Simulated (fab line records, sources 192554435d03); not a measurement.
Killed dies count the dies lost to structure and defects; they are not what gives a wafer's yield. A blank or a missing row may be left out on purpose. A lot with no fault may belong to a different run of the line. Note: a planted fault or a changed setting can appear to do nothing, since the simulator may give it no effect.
fab line records    flow n5Finfet
record lots=24  wafers=72  lastDay=17
route steps=1938 shown BEOL_M5@1169 BEOL_M6@1198
lots with no fault: from the same line, run without faults
startH: hours from the record's first day to the start of the lot's first wafer shown    waitH: time in hours since the lot's previous step    " same as the row above    L1.1+2: a single row standing in for several wafers    - value missing, or start not given    * or withheld: withheld    < > ~ a bound
route shown NAME@n: NAME is a module with steps in the file, n the number in the route of the first one    usual: average and standard deviation across the fault-free wafers    same: alike in all rows    chamber/n: place in a boat    sites: each site's reading    _std_site: the standard deviation of these    _edge_site: inner sites' mean taken away from outer sites' mean    radiusMm: how far each site lies from the wafer's centre    mask NAME#n: copy n    behind: tool/chamber where the wafer was last shaped    hold: why the lot went on hold/how many hours it stayed there/how the hold came to an end    device: transistor that didn't switch, given as n, p or np    end of line: the same wafers' tests at the end of the route    a step with no rows: only its recipe    killed: dies that structure and defects cost at the first sort, which is not the same as the wafer's yield    map: a wafer's dies, marking killed ones x, the rest . and places with no die _
set.NAME: the run value of the setting; set.NAME@STEP: its run value at that earlier step    model.NAME: the simulator's own value behind a step, which no gauge read
a sample of lots followed through the steps of the route, with each step as a table and each wafer as a row
services: the hour from which a tool's chamber was out of use, counted from the record's first day as startH (under 0 if before that day), plus the number of hours and why
## steps
# step N5_BEOL_M5_CURE_80
# recipe tempC=370  timeS=120  ambient=DMADMS/He  material=SiCOH_lowk
# usual lampPowerPct=52.31/0.056  wafer_temp_C_max=371.7/0.72
lot.wafer  tool       chamber  startH  waitH  lampPowerPct  wafer_temp_C_max
L074.3     uvCure-03  2        170.15  0.1    52.32         372.6
L074.5     "          2        "       "      52.33         372.6
L074.6     "          2        "       "      52.33         373.5
L075.3     uvCure-02  2        170.73  0.1    52.29         371.1
L075.4     "          2        "       "      52.24         370.6
L075.6     "          2        "       "      52.36         370.7
L076.3     uvCure-03  2        184.67  0.3    52.38         373.0
L076.4     "          2        "       "      52.25         372.2
L076.6     "          2        "       "      52.29         372.0
L077.2     uvCure-01  1        187.56  0.1    52.34         372.6
L077.5     "          1        "       "      52.33         371.9
L077.6     "          1        "       "      52.31         372.6
L078.1     uvCure-01  2        197.55  0.1    52.25         371.6
L078.3     "          2        "       "      52.34         371.7
L078.6     "          2        "       "      52.39         371.3
L080.1     uvCure-01  2        201.50  0.0    52.31         371.4
L080.2     "          2        "       "      52.34         371.2
L080.4     "          2        "       "      52.31         371.1
L079.1     uvCure-03  2        204.92  0.0    52.34         372.5
L079.3     "          2        "       "      52.30         372.4
L079.5     "          2        "       "      52.19         371.8
L081.2     uvCure-03  1        210.83  0.1    52.39         371.3
L081.5     "          1        "       "      52.23         370.7
L081.6     "          1        "       "      52.37         370.8
L082.1     uvCure-03  1        212.97  0.0    52.32         371.2
L082.2     "          1        "       "      52.42         370.9
L082.3     "          1        "       "      52.20         370.7
L083.3     uvCure-01  1        227.19  0.1    52.30         372.6
L083.4     "          1        "       "      52.33         373.0
L083.5     "          1        "       "      52.28         373.1
L084.3     uvCure-02  1        236.94  0.1    52.30         371.6
L084.4     "          1        "       "      52.38         371.8
L084.6     "          1        "       "      52.33         371.8
L086.2     uvCure-01  0        238.32  0.1    52.34         372.5
L086.3     "          0        "       "      52.34         371.8
L086.5     "          0        "       "      52.44         372.2
L085.2     uvCure-02  2        242.24  0.1    52.36         371.0
L085.4     "          2        "       "      52.24         370.9
L085.5     "          2        "       "      52.32         370.9
L087.3     uvCure-01  0        251.77  0.4    52.26         371.8
L087.4     "          0        "       "      52.28         371.6
L087.5     "          0        "       "      52.25         371.7
L088.1     uvCure-03  0        263.77  0.0    52.31         372.0
L088.3     "          0        "       "      52.46         372.5
L088.5     "          0        "       "      52.30         371.9
L089.1     uvCure-02  0        263.95  0.0    52.37         371.0
L089.5     "          0        "       "      52.33         370.6
L089.6     "          0        "       "      52.19         370.5
L090.2     uvCure-01  1        264.06  0.1    52.30         372.0
L090.5     "          1        "       "      52.30         372.2
L090.6     "          1        "       "      52.23         372.1
L091.1     uvCure-03  0        278.93  0.6    52.27         371.9
L091.2     "          0        "       "      52.32         372.6
L091.6     "          0        "       "      52.32         372.4
L092.1     uvCure-02  2        282.73  0.0    52.41         371.2
L092.3     "          2        "       "      52.27         371.3
L092.4     "          2        "       "      52.27         371.3
L093.2     uvCure-02  0        288.12  0.1    52.45         371.1
L093.4     "          0        "       "      52.28         370.6
L093.5     "          0        "       "      52.31         370.7
L094.1     uvCure-01  0        292.17  0.2    52.33         371.8
L094.2     "          0        "       "      52.34         371.9
L094.3     "          0        "       "      52.38         372.0
L095.2     uvCure-01  2        294.07  0.1    52.30         371.0
L095.3     "          2        "       "      52.47         371.3
L095.5     "          2        "       "      52.39         370.7
L096.2     uvCure-01  1        306.06  0.1    52.34         372.5
L096.4     "          1        "       "      52.38         372.8
L096.5     "          1        "       "      52.31         372.9
L097.1     uvCure-02  1        307.51  0.0    52.20         371.2
L097.3     "          1        "       "      52.20         371.7
L097.5     "          1        "       "      52.24         371.0
# step N5_BEOL_M5_ANNEAL_49
# recipe tempC=400  timeS=1800  ambient=vacuum
# usual heaterPowerW=794/61
lot.wafer  tool           chamber  startH  waitH  heaterPowerW
L074.3     pvdSputter-03  -        171.16  0.0    877
L074.5     "              -        "       "      733
L074.6     "              -        "       "      814
L075.3     pvdSputter-02  -        172.05  0.0    739
L075.4     "              -        "       "      722
L075.6     "              -        "       "      718
L076.3     pvdSputter-03  -        185.75  0.0    855
L076.4     "              -        "       "      921
L076.6     "              -        "       "      860
L077.2     pvdSputter-01  -        188.99  0.0    753
L077.5     "              -        "       "      783
L077.6     "              -        "       "      741
L078.1     pvdSputter-03  -        198.73  0.0    824
L078.3     "              -        "       "      909
L078.6     "              -        "       "      726
L080.1     pvdSputter-01  -        203.22  0.0    747
L080.2     "              -        "       "      851
L080.4     "              -        "       "      801
L079.1     pvdSputter-02  -        206.07  0.0    719
L079.3     "              -        "       "      721
L079.5     "              -        "       "      730
L081.2     pvdSputter-03  -        213.45  0.0    797
L081.5     "              -        "       "      713
L081.6     "              -        "       "      930
L082.1     pvdSputter-02  -        214.23  0.0    799
L082.2     "              -        "       "      729
L082.3     "              -        "       "      812
L083.3     pvdSputter-03  -        228.79  0.0    851
L083.4     "              -        "       "      831
L083.5     "              -        "       "      722
L084.3     pvdSputter-02  -        238.06  0.0    718
L084.4     "              -        "       "      714
L084.6     "              -        "       "      784
L086.2     pvdSputter-01  -        240.23  0.0    822
L086.3     "              -        "       "      727
L086.5     "              -        "       "      845
L085.2     pvdSputter-03  -        243.46  0.0    873
L085.4     "              -        "       "      814
L085.5     "              -        "       "      848
L087.3     pvdSputter-01  -        253.64  0.0    809
L087.4     "              -        "       "      832
L087.5     "              -        "       "      756
L088.1     pvdSputter-02  -        264.94  0.0    810
L088.3     "              -        "       "      804
L088.5     "              -        "       "      736
L089.1     pvdSputter-01  -        265.07  0.0    745
L089.5     "              -        "       "      766
L089.6     "              -        "       "      823
L090.2     pvdSputter-03  -        267.16  0.0    860
L090.5     "              -        "       "      877
L090.6     "              -        "       "      931
L091.1     pvdSputter-02  -        280.18  0.0    791
L091.2     "              -        "       "      736
L091.6     "              -        "       "      775
L092.1     pvdSputter-02  -        284.86  0.0    735
L092.3     "              -        "       "      776
L092.4     "              -        "       "      823
L093.2     pvdSputter-03  -        289.47  0.0    721
L093.4     "              -        "       "      798
L093.5     "              -        "       "      727
L094.1     pvdSputter-01  -        293.25  0.0    839
L094.2     "              -        "       "      749
L094.3     "              -        "       "      800
L095.2     pvdSputter-02  -        295.56  0.0    803
L095.3     "              -        "       "      739
L095.5     "              -        "       "      791
L096.2     pvdSputter-02  -        307.38  0.0    779
L096.4     "              -        "       "      714
L096.5     "              -        "       "      728
L097.1     pvdSputter-03  -        310.41  0.0    818
L097.3     "              -        "       "      871
L097.5     "              -        "       "      724
# step N5_BEOL_M6_HM_DEP_02
# recipe material=TiN  targetThkA=200  tempC=25  chamberPressurePa=0.49996
# usual throttleValvePct=30.1/1.2
lot.wafer  tool           chamber  startH  waitH  throttleValvePct
L074.3     pvdSputter-01  -        178.63  1.4    29.5
L074.5     "              -        "       "      30.6
L074.6     "              -        "       "      29.2
L075.3     pvdSputter-02  -        179.02  0.6    30.1
L075.4     "              -        "       "      28.6
L075.6     "              -        "       "      28.9
L076.3     pvdSputter-03  -        192.23  0.5    29.9
L076.4     "              -        "       "      30.0
L076.6     "              -        "       "      30.2
L077.2     pvdSputter-02  -        195.61  0.5    26.7
L077.5     "              -        "       "      28.7
L077.6     "              -        "       "      30.3
L078.1     pvdSputter-03  -        205.18  0.4    31.7
L078.3     "              -        "       "      30.3
L078.6     "              -        "       "      32.0
L080.1     pvdSputter-03  -        210.06  0.8    32.1
L080.2     "              -        "       "      30.2
L080.4     "              -        "       "      30.6
L079.1     pvdSputter-03  -        213.27  0.3    29.8
L079.3     "              -        "       "      30.1
L079.5     "              -        "       "      32.2
L081.2     pvdSputter-02  -        220.20  0.7    26.8
L081.5     "              -        "       "      30.2
L081.6     "              -        "       "      29.1
L082.1     pvdSputter-03  -        220.92  0.4    32.1
L082.2     "              -        "       "      30.1
L082.3     "              -        "       "      30.2
L083.3     pvdSputter-03  -        236.11  1.2    32.0
L083.4     "              -        "       "      30.0
L083.5     "              -        "       "      31.9
L084.3     pvdSputter-01  -        245.50  1.4    29.7
L084.4     "              -        "       "      30.5
L084.6     "              -        "       "      29.1
L086.2     pvdSputter-02  -        246.60  0.3    28.8
L086.3     "              -        "       "      29.9
L086.5     "              -        "       "      26.8
L085.2     pvdSputter-01  -        250.28  0.6    31.2
L085.4     "              -        "       "      29.7
L085.5     "              -        "       "      29.5
L087.3     pvdSputter-02  -        260.47  0.7    26.8
L087.4     "              -        "       "      28.7
L087.5     "              -        "       "      30.4
L088.1     pvdSputter-03  -        272.30  1.3    30.1
L088.3     "              -        "       "      30.5
L088.5     "              -        "       "      30.0
L089.1     pvdSputter-03  -        272.40  1.2    30.1
L089.5     "              -        "       "      29.9
L089.6     "              -        "       "      29.9
L090.2     pvdSputter-03  -        273.96  0.0    30.4
L090.5     "              -        "       "      31.7
L090.6     "              -        "       "      30.5
L091.1     pvdSputter-03  -        288.35  2.2    32.0
L091.2     "              -        "       "      30.0
L091.6     "              -        "       "      30.4
L092.1     pvdSputter-02  -        292.12  1.2    28.6
L092.3     "              -        "       "      30.0
L092.4     "              -        "       "      30.3
L093.2     pvdSputter-03  -        296.30  0.8    31.9
L093.4     "              -        "       "      29.9
L093.5     "              -        "       "      30.0
L094.1     pvdSputter-03  -        300.00  0.7    30.0
L094.2     "              -        "       "      30.1
L094.3     "              -        "       "      32.5
L095.2     pvdSputter-01  -        303.67  2.1    29.3
L095.3     "              -        "       "      30.9
L095.5     "              -        "       "      30.8
L096.2     pvdSputter-03  -        314.86  1.3    30.5
L096.4     "              -        "       "      32.0
L096.5     "              -        "       "      31.8
L097.1     pvdSputter-01  -        317.23  0.8    30.8
L097.3     "              -        "       "      31.2
L097.5     "              -        "       "      29.4
# step N5_BEOL_M6_ETCH_61
# recipe chemistry=CF4  target=SiARC  targetDepthA=455  maskMaterial=CAR-ArF  timeS=75.8  ionEnergyEv=80  pressureMtorr=40  sourceW=545  biasW=36  Ar_flow_sccm=100  cf4FlowSccm=100  ends=cleared
# usual biasW=36.00/0.12  drypumpMotorCurrentA=5.7/0.53  etchRfOnTimeS=75.4/1.5  oesProductAu=0.66/0.06  rfVppV=184.3/1.1  showerheadPlenumPTorr=2.17/0.045  throttleValvePct=15.66/0.28
lot.wafer  tool        chamber  startH  waitH  biasW  drypumpMotorCurrentA  etchRfOnTimeS  oesProductAu  rfHoursCounterH  rfVppV  showerheadPlenumPTorr  throttleValvePct
L074.3     rieDiel-02  1        179.25  0.0    36.07  6.2                   75.8           0.61          222              183.5   2.12                   15.48
L074.5     "           1        "       "      36.00  6.2                   76.1           0.60          -                183.5   2.11                   15.50
L074.6     "           2        "       "      35.86  5.1                   76.8           0.61          -                183.2   2.14                   16.06
L075.3     rieDiel-05  0        179.55  0.0    35.95  5.5                   73.2           0.67          120              182.8   2.16                   15.85
L075.4     "           2        "       "      36.06  4.9                   77.1           0.62          185              184.6   2.21                   15.40
L075.6     "           0        "       "      36.12  5.5                   73.0           0.68          -                183.9   2.16                   15.87
L076.3     rieDiel-02  2        192.86  0.0    36.07  5.1                   75.7           0.61          192              183.7   2.14                   16.08
L076.4     "           1        "       "      35.95  6.3                   75.1           0.60          227              182.9   2.11                   15.51
L076.6     "           3        "       "      35.97  5.9                   72.8           0.66          -                184.4   2.15                   15.91
L077.2     rieDiel-02  2        196.89  0.0    35.94  5.1                   77.3           0.61          194              184.5   2.14                   16.09
L077.5     "           1        "       "      35.93  6.3                   76.2           0.59          -                184.7   2.11                   15.48
L077.6     "           2        "       "      35.97  5.1                   76.8           0.61          -                184.4   2.14                   16.08
L078.1     rieDiel-05  1        205.80  0.0    35.87  6.2                   73.8           0.71          95               184.7   2.17                   15.71
L078.3     "           0        "       "      35.86  5.5                   73.0           0.66          130              184.4   2.15                   15.88
L078.6     "           2        "       "      35.95  4.9                   75.6           0.62          -                185.1   2.21                   15.41
L080.1     rieDiel-05  1        210.93  0.0    35.99  6.2                   76.1           0.69          97               182.5   2.16                   15.71
L080.2     "           2        "       "      35.95  4.9                   78.5           0.61          197              185.1   2.21                   15.43
L080.4     "           0        "       "      36.04  5.5                   74.6           0.66          132              183.4   2.15                   15.88
L079.1     rieDiel-02  3        213.84  0.0    36.11  5.9                   74.1           0.65          132              183.8   2.15                   15.91
L079.3     "           1        "       "      36.02  6.2                   75.1           0.60          235              183.1   2.11                   15.51
L079.5     "           0        "       "      36.11  6.6                   74.1           0.73          -                186.0   2.24                   15.59
L081.2     rieDiel-06  0        220.82  0.0    35.94  6.4                   75.6           0.59          218              182.7   2.12                   15.99
L081.5     "           1        "       "      36.11  5.7                   73.6           0.60          -                185.4   2.20                   15.80
L081.6     "           2        "       "      35.95  5.5                   76.2           0.65          -                183.7   2.15                   15.57
L082.1     rieDiel-05  0        221.42  0.0    35.81  5.5                   73.3           0.66          135              184.2   2.15                   15.89
L082.2     "           2        "       "      35.89  4.9                   76.8           0.61          200              186.2   2.21                   15.43
L082.3     "           3        "       "      35.99  5.5                   75.7           0.68          107              186.7   2.24                   15.41
L083.3     rieDiel-05  1        236.83  0.0    35.98  6.2                   76.0           0.69          106              184.6   2.16                   15.70
L083.4     "           0        "       "      36.07  5.5                   73.0           0.66          140              184.3   2.15                   15.92
L083.5     "           1        "       "      36.18  6.2                   75.5           0.69          -                183.5   2.16                   15.72
L084.3     rieDiel-05  1        246.12  0.0    35.72  6.2                   74.3           0.69          110              184.6   2.16                   15.73
L084.4     "           3        "       "      35.99  5.5                   75.8           0.67          115              185.0   2.23                   15.43
L084.6     "           1        "       "      35.89  6.2                   75.5           0.69          -                184.2   2.16                   15.74
L086.2     rieDiel-05  3        247.10  0.0    36.02  5.5                   76.4           0.67          115              185.0   2.23                   15.42
L086.3     "           2        "       "      35.95  4.9                   76.9           0.61          210              184.0   2.20                   15.44
L086.5     "           3        "       "      36.02  5.5                   76.1           0.68          -                186.4   2.24                   15.43
L085.2     rieDiel-05  1        251.04  0.0    36.17  6.2                   75.2           0.68          112              185.5   2.16                   15.75
L085.4     "           0        "       "      35.95  5.5                   73.0           0.66          146              183.8   2.15                   15.91
L085.5     "           3        "       "      36.04  5.5                   77.4           0.67          -                185.1   2.23                   15.43
L087.3     rieDiel-05  3        261.15  0.0    36.01  5.5                   76.3           0.67          121              186.4   2.23                   15.44
L087.4     "           1        "       "      35.77  6.2                   75.1           0.69          116              181.8   2.16                   15.74
L087.5     "           3        "       "      36.09  5.5                   77.0           0.67          -                184.5   2.23                   15.45
L088.1     rieDiel-02  3        272.97  0.0    35.88  5.9                   74.3           0.64          155              183.5   2.14                   15.97
L088.3     "           1        "       "      36.33  6.2                   73.7           0.85          1                184.2   2.11                   15.01
L088.5     "           1        "       "      36.24  6.2                   73.7           0.86          -                183.9   2.11                   15.02
L089.1     rieDiel-05  2        273.09  0.0    36.04  4.9                   76.4           0.60          220              185.4   2.20                   15.47
L089.5     "           3        "       "      35.86  5.5                   76.4           0.66          -                184.9   2.23                   15.45
L089.6     "           0        "       "      35.99  5.5                   73.3           0.64          -                182.8   2.14                   15.94
L090.2     rieDiel-02  3        274.58  0.0    35.97  5.9                   75.3           0.63          155              184.0   2.14                   15.98
L090.5     "           0        "       "      36.22  6.5                   75.3           0.69          -                184.8   2.23                   15.63
L090.6     "           1        "       "      36.17  6.2                   75.3           0.84          -                183.2   2.11                   15.03
L091.1     rieDiel-05  0        288.97  0.0    36.21  5.5                   73.1           0.64          160              185.4   2.14                   15.93
L091.2     "           2        "       "      36.18  4.9                   76.3           0.60          225              186.1   2.20                   15.49
L091.6     "           1        "       "      36.18  6.2                   74.6           0.67          -                183.4   2.15                   15.77
L092.1     rieDiel-06  2        292.74  0.0    35.88  5.5                   76.3           0.63          159              183.7   2.14                   15.63
L092.3     "           1        "       "      36.00  5.7                   75.0           0.57          245              184.6   2.19                   15.85
L092.4     "           2        "       "      35.88  5.5                   76.5           0.64          -                183.4   2.14                   15.61
L093.2     rieDiel-02  1        297.28  0.0    35.75  6.3                   73.6           0.81          11               182.9   2.10                   15.03
L093.4     "           3        "       "      35.88  5.9                   73.8           0.63          163              185.9   2.14                   16.00
L093.5     "           3        "       "      35.89  5.9                   74.0           0.63          -                183.4   2.14                   15.99
L094.1     rieDiel-02  0        300.62  0.0    36.09  6.4                   75.5           0.69          102              185.2   2.23                   15.65
L094.2     "           1        "       "      35.85  6.3                   74.1           0.80          12               182.9   2.10                   15.04
L094.3     "           2        "       "      36.04  5.1                   78.7           0.58          227              183.7   2.13                   16.15
L095.2     rieDiel-05  0        305.10  0.0    36.10  5.5                   73.1           0.64          166              184.2   2.14                   15.95
L095.3     "           2        "       "      36.22  4.9                   77.3           0.59          233              185.4   2.19                   15.50
L095.5     "           2        "       "      36.25  4.9                   77.1           0.59          -                185.1   2.19                   15.48
L096.2     rieDiel-06  0        315.48  0.0    35.91  6.4                   76.3           0.57          251              182.9   2.11                   16.04
L096.4     "           3        "       "      35.89  5.7                   75.4           0.67          -                184.7   2.15                   15.80
L096.5     "           2        "       "      36.11  5.5                   76.1           0.63          -                184.5   2.14                   15.64
L097.1     rieDiel-02  2        317.85  0.0    35.84  5.1                   77.6           0.59          232              183.4   2.13                   16.14
L097.3     "           1        "       "      36.07  6.3                   73.4           0.80          17               184.3   2.10                   15.05
L097.5     "           1        "       "      35.91  6.3                   73.3           0.80          -                182.9   2.10                   15.05
# step N5_BEOL_M6_STRIP_19
# recipe chemistry=O2  powerW=400  tempC=40  pressureMtorr=30  rfFrequencyHz=6e+07  biasPowerW=0  overashFraction=0.2  o2FlowSccm=225
# usual drypumpMotorCurrentA=5.8/0.45  oesProductAu=0.75/0.065  rfVppV=3.7/0.63  showerheadPlenumPTorr=2.12/0.048  throttleValvePct=16.81/0.28
lot.wafer  tool        chamber  startH  waitH  drypumpMotorCurrentA  oesProductAu  rfHoursCounterH  rfVppV  showerheadPlenumPTorr  throttleValvePct
L074.3     rieDiel-06  1        179.65  0.1    5.7                   0.69          204              3.4     2.18                   16.87
L074.5     "           3        "       "      5.7                   0.82          -                4.2     2.13                   16.81
L074.6     "           0        "       "      6.4                   0.70          -                4.2     2.09                   17.08
L075.3     rieDiel-06  3        180.02  0.2    5.7                   0.83          92               3.2     2.13                   16.82
L075.4     "           0        "       "      6.4                   0.70          202              3.4     2.09                   17.07
L075.6     "           0        "       "      6.4                   0.70          -                3.6     2.09                   17.08
L076.3     rieDiel-02  2        193.21  0.1    5.1                   0.72          192              3.0     2.10                   17.18
L076.4     "           3        "       "      5.8                   0.75          124              4.4     2.11                   16.99
L076.6     "           3        "       "      5.9                   0.75          -                3.2     2.11                   17.00
L077.2     rieDiel-02  3        197.25  0.1    5.9                   0.76          125              3.9     2.11                   16.99
L077.5     "           0        "       "      6.5                   0.85          -                3.5     2.20                   16.61
L077.6     "           1        "       "      6.2                   0.69          -                3.3     2.06                   16.50
L078.1     rieDiel-05  3        206.16  0.1    5.4                   0.81          102              2.3     2.23                   16.60
L078.3     "           1        "       "      6.2                   0.83          96               3.3     2.12                   16.79
L078.6     "           1        "       "      6.2                   0.83          -                4.1     2.12                   16.78
L080.1     rieDiel-06  0        211.33  0.1    6.4                   0.69          214              4.6     2.08                   17.09
L080.2     "           1        "       "      5.7                   0.68          216              3.1     2.17                   16.89
L080.4     "           2        "       "      5.5                   0.76          -                3.7     2.09                   16.56
L079.1     rieDiel-06  2        214.40  0.3    5.5                   0.77          129              4.2     2.09                   16.54
L079.3     "           1        "       "      5.7                   0.68          217              5.2     2.17                   16.93
L079.5     "           2        "       "      5.5                   0.77          -                3.5     2.09                   16.56
L081.2     rieDiel-05  3        221.18  0.1    5.5                   0.80          107              3.9     2.23                   16.61
L081.5     "           2        "       "      4.9                   0.73          -                3.4     2.17                   16.52
L081.6     "           3        "       "      5.5                   0.79          -                3.2     2.23                   16.63
L082.1     rieDiel-06  2        221.77  0.1    5.5                   0.75          133              3.1     2.09                   16.55
L082.2     "           0        "       "      6.4                   0.70          219              3.9     2.08                   17.11
L082.3     "           1        "       "      5.7                   0.68          221              5.3     2.17                   16.88
L083.3     rieDiel-02  1        237.19  0.1    6.2                   0.68          244              4.6     2.05                   16.53
L083.4     "           1        "       "      6.3                   0.67          -                4.4     2.05                   16.54
L083.5     "           3        "       "      5.9                   0.74          -                5.8     2.10                   17.02
L084.3     rieDiel-02  2        246.47  0.1    5.1                   0.71          205              3.0     2.09                   17.20
L084.4     "           3        "       "      5.9                   0.75          143              3.3     2.10                   17.04
L084.6     "           1        "       "      6.3                   0.68          -                3.5     2.05                   16.51
L086.2     rieDiel-06  2        247.45  0.1    5.5                   0.76          143              3.6     2.09                   16.55
L086.3     "           1        "       "      5.7                   0.68          229              4.5     2.17                   16.91
L086.5     "           1        "       "      5.7                   0.67          -                3.3     2.17                   16.92
L085.2     rieDiel-06  3        251.42  0.1    5.7                   0.81          113              3.5     2.12                   16.85
L085.4     "           0        "       "      6.4                   0.69          230              3.9     2.08                   17.12
L085.5     "           2        "       "      5.5                   0.75          -                3.5     2.09                   16.56
L087.3     rieDiel-06  3        261.50  0.1    5.7                   0.80          116              2.8     2.12                   16.85
L087.4     "           0        "       "      6.4                   0.68          234              3.4     2.08                   17.14
L087.5     "           3        "       "      5.7                   0.80          -                3.2     2.12                   16.84
L088.1     rieDiel-06  0        273.33  0.1    6.4                   0.68          237              4.0     2.07                   17.12
L088.3     "           3        "       "      5.7                   0.79          120              3.8     2.12                   16.85
L088.5     "           2        "       "      5.5                   0.75          -                3.4     2.08                   16.57
L089.1     rieDiel-06  1        273.45  0.1    5.7                   0.67          238              3.8     2.16                   16.93
L089.5     "           0        "       "      6.4                   0.68          -                3.3     2.07                   17.13
L089.6     "           1        "       "      5.7                   0.67          -                2.8     2.16                   16.94
L090.2     rieDiel-06  3        274.94  0.1    5.7                   0.80          120              2.9     2.12                   16.87
L090.5     "           3        "       "      5.7                   0.79          -                4.1     2.12                   16.86
L090.6     "           2        "       "      5.5                   0.74          -                2.5     2.08                   16.61
L091.1     rieDiel-05  2        289.32  0.1    4.9                   0.70          225              4.3     2.16                   16.55
L091.2     "           0        "       "      5.5                   0.75          160              4.8     2.10                   17.02
L091.6     "           3        "       "      5.5                   0.78          -                3.6     2.22                   16.65
L092.1     rieDiel-05  1        293.20  0.2    6.2                   0.80          129              3.4     2.11                   16.85
L092.3     "           0        "       "      5.5                   0.75          161              3.9     2.10                   17.01
L092.4     "           3        "       "      5.5                   0.77          132              4.5     2.22                   16.68
L093.2     rieDiel-02  0        297.63  0.1    6.5                   0.81          101              2.9     2.19                   16.68
L093.4     "           2        "       "      5.1                   0.69          226              3.1     2.09                   17.23
L093.5     "           1        "       "      6.3                   0.94          -                2.7     2.05                   16.04
L094.1     rieDiel-02  3        300.97  0.1    5.9                   0.72          164              3.7     2.09                   17.07
L094.2     "           0        "       "      6.5                   0.79          102              4.1     2.19                   16.68
L094.3     "           2        "       "      5.1                   0.69          227              4.2     2.09                   17.26
L095.2     rieDiel-02  0        305.47  0.1    6.5                   0.80          104              3.7     2.19                   16.67
L095.3     "           2        "       "      5.1                   0.69          228              3.9     2.09                   17.22
L095.5     "           0        "       "      6.5                   0.81          -                4.7     2.19                   16.68
L096.2     rieDiel-06  0        315.83  0.1    6.4                   0.66          251              3.8     2.07                   17.15
L096.4     "           2        "       "      5.5                   0.73          -                3.5     2.08                   16.62
L096.5     "           0        "       "      6.4                   0.66          -                3.6     2.07                   17.17
L097.1     rieDiel-02  2        318.20  0.1    5.1                   0.69          232              4.2     2.08                   17.25
L097.3     "           3        "       "      5.9                   0.72          169              5.4     2.09                   17.07
L097.5     "           2        "       "      5.1                   0.69          -                3.8     2.09                   17.23
# step N5_BEOL_M6_CD_MEAS_28
# recipe targetCdNm=40  landingEnergyEv=500  detector=seInlens
# usual cdNm=39.96/0.24
lot.wafer  tool      chamber  startH  waitH  cdNm
L075.3     cdSem-01  0        181.27  -      40.44
L075.4     "         0        "       "      40.11
L075.6     "         0        "       "      39.48
L074.3     cdSem-02  0        181.32  -      39.68
L074.5     "         0        "       "      39.97
L074.6     "         0        "       "      40.35
L076.3     cdSem-01  0        194.55  -      39.61
L076.4     "         0        "       "      39.98
L076.6     "         0        "       "      40.06
L077.2     cdSem-02  0        197.64  -      39.79
L077.5     "         0        "       "      39.57
L077.6     "         0        "       "      40.01
L078.1     cdSem-01  0        207.35  -      40.13
L078.3     "         0        "       "      40.18
L078.6     "         0        "       "      39.65
L080.1     cdSem-01  0        212.35  -      39.41
L080.2     "         0        "       "      39.81
L080.4     "         0        "       "      39.52
L079.1     cdSem-02  0        217.03  -      40.46
L079.3     "         0        "       "      39.72
L079.5     "         0        "       "      40.09
L081.2     cdSem-01  0        222.12  -      39.86
L081.5     "         0        "       "      40.03
L081.6     "         0        "       "      39.51
L082.1     cdSem-01  0        222.57  -      40.04
L082.2     "         0        "       "      39.78
L082.3     "         0        "       "      39.99
L083.3     cdSem-02  0        239.29  -      40.01
L083.4     "         0        "       "      39.85
L083.5     "         0        "       "      40.19
L086.2     cdSem-01  0        248.58  -      40.02
L086.3     "         0        "       "      40.14
L086.5     "         0        "       "      39.62
L084.3     cdSem-01  0        248.75  -      39.69
L084.4     "         0        "       "      39.66
L084.6     "         0        "       "      39.50
L085.2     cdSem-02  0        252.51  -      40.06
L085.4     "         0        "       "      39.88
L085.5     "         0        "       "      40.04
L087.3     cdSem-01  0        262.54  -      40.08
L087.4     "         0        "       "      39.91
L087.5     "         0        "       "      40.04
L088.1     cdSem-02  0        275.58  -      40.07
L088.3     "         0        "       "      39.91
L088.5     "         0        "       "      40.09
L089.1     cdSem-03  0        275.62  -      40.01
L089.5     "         0        "       "      40.13
L089.6     "         0        "       "      40.36
L090.2     cdSem-01  0        275.71  -      39.87
L090.5     "         0        "       "      40.44
L090.6     "         0        "       "      39.78
L091.1     cdSem-03  0        289.73  -      40.12
L091.2     "         0        "       "      39.90
L091.6     "         0        "       "      39.99
L092.1     cdSem-03  0        293.73  -      39.86
L092.3     "         0        "       "      39.81
L092.4     "         0        "       "      40.12
L093.2     cdSem-02  0        298.91  -      40.33
L093.4     "         0        "       "      40.18
L093.5     "         0        "       "      39.98
L094.1     cdSem-02  0        303.13  -      39.96
L094.2     "         0        "       "      39.64
L094.3     "         0        "       "      39.93
L095.2     cdSem-01  0        305.89  -      39.89
L095.3     "         0        "       "      39.81
L095.5     "         0        "       "      40.01
L096.2     cdSem-03  0        316.27  -      39.96
L096.4     "         0        "       "      39.83
L096.5     "         0        "       "      39.91
L097.1     cdSem-02  0        320.37  -      40.01
L097.3     "         0        "       "      39.75
L097.5     "         0        "       "      39.89
## services
tool        chamber  startH  hours  kind
rieDiel-02  -        156.72  16.8   repair
rieDiel-06  1        161.09  4.9    repair
rieDiel-05  2        164.28  5.6    repair
uvCure-01   -        186.60  0.4    repair
uvCure-03   -        197.14  0.9    repair
uvCure-01   -        209.12  2.1    pm
rieDiel-06  3        211.16  15.1   repair
rieDiel-02  2        226.34  13.2   repair
uvCure-01   -        228.81  7.5    pm
rieDiel-06  1        233.21  4.6    repair
rieDiel-06  -        242.52  0.3    repair
uvCure-03   -        247.21  7.5    pm
rieDiel-02  1        251.75  -      clean
rieDiel-02  1        251.75  -      consumableReplace:focusRing
rieDiel-02  1        251.75  19.5   scheduledDown
rieDiel-02  1        251.75  19.5   ventCycle
uvCure-03   -        269.23  9.7    repair
uvCure-02   -        278.54  2.1    pm
uvCure-03   -        286.11  7.5    pm
rieDiel-06  0        289.58  6.3    repair
rieDiel-05  3        300.97  6.5    repair
rieDiel-06  1        305.30  -      clean
rieDiel-06  1        305.30  -      consumableReplace:focusRing
rieDiel-02  0        313.14  13.1   repair
## key
fault none
